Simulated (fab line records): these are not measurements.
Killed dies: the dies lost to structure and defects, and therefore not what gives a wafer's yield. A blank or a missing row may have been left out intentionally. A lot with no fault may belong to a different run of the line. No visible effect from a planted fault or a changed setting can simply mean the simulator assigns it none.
Matching of chambers :: flow nandHarc :: NHARC_A_STAIRCASE_DESCUM_291 on rieDiel-05: 4 sister chambers
The step chemistry O2, time 3 s. 4 wafers are shown with their chamber, then 7 later ones without.

## WAFERS WITH THEIR CHAMBER
wafer: L093.2
chamber: 3
drypumpMotorCurrentA (A): 6.3

wafer: L093.3
chamber: 1
drypumpMotorCurrentA (A): 5.2

wafer: L094.1
chamber: 2
drypumpMotorCurrentA (A): 6.3

wafer: L094.2
chamber: 0
drypumpMotorCurrentA (A): 6.3

## WAFERS WITH NO CHAMBER GIVEN
wafer: L094.5
drypumpMotorCurrentA (A): 5.2

wafer: L097.3
drypumpMotorCurrentA (A): 5.3

wafer: L097.4
drypumpMotorCurrentA (A): 6.3

wafer: L097.6
drypumpMotorCurrentA (A): 6.3

wafer: L096.1
drypumpMotorCurrentA (A): 5.2

wafer: L096.2
drypumpMotorCurrentA (A): 6.3

wafer: L096.6
drypumpMotorCurrentA (A): 6.3

## THE CHAMBER EACH PASSED THROUGH
wafer: L094.5
from the rows above: 1
in truth: 1

wafer: L097.3
from the rows above: 1
in truth: 1

wafer: L097.4
from the rows above: can't be placed: 0 or 2 or 3
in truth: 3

wafer: L097.6
from the rows above: can't be placed: 0 or 2 or 3
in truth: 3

wafer: L096.1
from the rows above: 1
in truth: 1

wafer: L096.2
from the rows above: can't be placed: 0 or 2 or 3
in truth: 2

wafer: L096.6
from the rows above: can't be placed: 0 or 2 or 3
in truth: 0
Correctly placed: 3 of 7. These rows do not allow placing 4 (true chamber among the candidates in 4). Placed wrongly: 0.
How it was worked out, from the rows above alone: a wafer's distance from a chamber is the root of the sum, over the readings, of the square of ((its reading less the chamber's mean) divided by the reading's scatter). The wafer belongs to the nearest chamber; if the next one is less than 2 further off, it can't be placed. A chamber's mean is the mean of its shown wafers. The scatter: root of mean squared gap, hidden wafer to nearest shown wafer, with one shown wafer a chamber.
